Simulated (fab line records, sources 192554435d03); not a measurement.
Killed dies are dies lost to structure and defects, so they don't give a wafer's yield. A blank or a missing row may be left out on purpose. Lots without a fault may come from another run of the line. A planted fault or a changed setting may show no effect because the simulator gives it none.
Which tool did it? | flow n5_finfet | 11 lots, 32 wafers sampled, at 5 steps of a route of 1938

WHAT THE GAUGES READ, wafer by wafer
N5_BEOL_M4_RC_MEAS_101.
lot  | measured     | on        | DIBL_N (mV/V)
L781 | day 7 17:53  | prober-02 | 39.2 38.9 34.8
L782 | day 8 05:03  | prober-02 | 39.2 38.4 38.4
L786 | day 9 12:13  | prober-02 | 35.2 35.0 34.2
L788 | day 9 17:09  | prober-02 | 36.4 38.5 38.2
L787 | day 10 03:50 | prober-01 | 35.9 37.1 35.4
L791 | day 10 12:43 | prober-01 | 32.4 34.9 35.3
L793 | day 10 22:07 | prober-01 | 43.2 36.6 40.1
L792 | day 11 01:31 | prober-02 | 41.3 36.1 37.5
L802 | day 12 20:19 | prober-01 | 39.8 38.2
L800 | day 13 06:42 | prober-01 | 37.3 37.2 40.2
L803 | day 13 12:25 | prober-01 | 35.2 37.5 36.4

WHICH TOOL RAN EACH LOT (tool, then ch and the chambers of the sampled wafers, then the start)
lot  | N5_BEOL_M3_ANNEAL_91         | N5_BEOL_M3_SPUTTER_92        | N5_BEOL_M3_PRE_CLEAN_60          | N5_BEOL_M4_ILD_DEP_00
L781 | pvd_sputter-03, day 7 05:50  | pvd_sputter-03, day 7 05:58  | cvd_co-02 ch 1,2, day 7 07:14    | pecvd-03 ch 2, day 7 07:31
L782 | pvd_sputter-03, day 7 15:02  | pvd_sputter-03, day 7 15:10  | cvd_co-02 ch 0,1,2, day 7 16:32  | pecvd-03 ch 0,1, day 7 16:50
L786 | pvd_sputter-02, day 8 22:31  | pvd_sputter-02, day 8 22:40  | cvd_co-02 ch 1,2, day 8 23:57    | pecvd-03 ch 0,1,2, day 9 00:14
L788 | pvd_sputter-03, day 9 05:45  | pvd_sputter-03, day 9 05:53  | cvd_co-01 ch 0,1,2, day 9 07:10  | pecvd-03 ch 0,2, day 9 07:26
L787 | pvd_sputter-03, day 9 15:58  | pvd_sputter-03, day 9 16:07  | cvd_co-01 ch 1,2, day 9 17:23    | pecvd-03 ch 0,1,2, day 9 17:41
L791 | pvd_sputter-01, day 10 01:20 | pvd_sputter-01, day 10 01:28 | cvd_co-01 ch 0,1,2, day 10 02:46 | pecvd-03 ch 0,1,2, day 10 03:03
L793 | pvd_sputter-02, day 10 09:09 | pvd_sputter-02, day 10 09:17 | cvd_co-01 ch 0,1, day 10 10:34   | pecvd-03 ch 0,1,2, day 10 10:52
L792 | pvd_sputter-03, day 10 12:24 | pvd_sputter-03, day 10 12:32 | cvd_co-01 ch 0,1,2, day 10 13:49 | pecvd-03 ch 0,1, day 10 14:06
L802 | pvd_sputter-03, day 12 10:56 | pvd_sputter-03, day 12 11:05 | cvd_co-01 ch 1,2, day 12 12:22   | pecvd-04 ch 0,1, day 12 12:39
L800 | pvd_sputter-01, day 12 15:41 | pvd_sputter-01, day 12 15:49 | cvd_co-01 ch 0,1,2, day 12 17:08 | pecvd-01 ch 0,2, day 12 17:25
L803 | pvd_sputter-03, day 12 22:18 | pvd_sputter-03, day 12 22:26 | cvd_co-02 ch 0,1,2, day 13 00:44 | pecvd-01 ch 0,1,2, day 13 01:01
- N5_BEOL_M3_ANNEAL_91: time 240 s.
- N5_BEOL_M3_SPUTTER_92: material Cu, target thk 4.5 nm, time 8.29 s.
- N5_BEOL_M3_PRE_CLEAN_60: time 15 s.
- N5_BEOL_M4_ILD_DEP_00: deposits SiOC from DEMS/O2, target thk 79 nm, time 15.3 s.

THE ANSWER, worked out from the rows above alone
Rule: what is usual is taken from the lots themselves. Put in order of their means at a reading, lots are off if they are a third of the lots or fewer, leave a main group of 4 or more, and stand apart from it by a gap of 3 or more times the standard deviation of the main group's means; of several such gaps the widest counts. A main group whose means are all the same, to the digits that the tables above print for the reading, isn't used. A lot without any number at a reading at which 4 lots or more have one is off too. The other lots that the step has rows for count as sound.
No lot is off at any reading shown: from this, nothing can be told.

WHAT THE SIMULATOR HAD PUT IN
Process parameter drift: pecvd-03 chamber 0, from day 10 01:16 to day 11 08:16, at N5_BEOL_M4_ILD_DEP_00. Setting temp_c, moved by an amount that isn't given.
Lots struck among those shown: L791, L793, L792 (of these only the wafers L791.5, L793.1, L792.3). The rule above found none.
